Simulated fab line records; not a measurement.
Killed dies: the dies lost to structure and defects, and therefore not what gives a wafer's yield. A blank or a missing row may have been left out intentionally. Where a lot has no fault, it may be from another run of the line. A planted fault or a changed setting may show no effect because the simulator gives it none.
Which of the tools did it? :: flow n5Finfet :: at 1 step of a route of 1938, 11 lots with 32 wafers sampled

## WHAT EACH GAUGE READ, for each wafer
N5_BEOL_M9_INSPECT_58: inspects for defects (darkfield).
lot: L250
measured: day 10 10:34
on: defectInspect-02
rawDefectCount: 71 49

lot: L252
measured: day 10 10:51
on: defectInspect-01
rawDefectCount: 60 79 77

lot: L254
measured: day 11 14:07
on: defectInspect-02
rawDefectCount: 161 111 154

lot: L257
measured: day 12 07:21
on: defectInspect-01
rawDefectCount: 41 91 69

lot: L263
measured: day 13 09:44
on: defectInspect-01
rawDefectCount: 85 81 49

lot: L268
measured: day 14 07:05
on: defectInspect-02
rawDefectCount: 88 77 66

lot: L267
measured: day 14 08:04
on: defectInspect-01
rawDefectCount: 95 135 94

lot: L269
measured: day 14 10:37
on: defectInspect-01
rawDefectCount: 79 66 57

lot: L271
measured: day 15 08:14
on: defectInspect-02
rawDefectCount: 74 63 77

lot: L272
measured: day 15 12:26
on: defectInspect-02
rawDefectCount: 92 96 96

lot: L273
measured: day 15 20:20
on: defectInspect-01
rawDefectCount: 114 63 94

## EACH LOT AND THE TOOL THAT RAN IT (in order: tool; ch and the chambers of the sampled wafers; start)
Before these readings, the record contains no process step.

## THE ANSWER, worked out from the rows above alone
Rule: usual is defined by the lots themselves. Put in order of their means at a reading, lots are off if they are a third of the lots or fewer, leave a main group of 4 or more, and stand apart from it by a gap of 3 or more times the standard deviation of the main group's means; of several such gaps the widest counts. A main group is skipped when, at the precision printed for the reading in the tables above, its means are all equal. Also off: a lot with no number at a reading for which 4 or more lots have one. All remaining lots with rows at the step are treated as sound.
Nothing can be told from this: no lot is off at any reading shown.

## WHAT THE SIMULATOR PUT IN
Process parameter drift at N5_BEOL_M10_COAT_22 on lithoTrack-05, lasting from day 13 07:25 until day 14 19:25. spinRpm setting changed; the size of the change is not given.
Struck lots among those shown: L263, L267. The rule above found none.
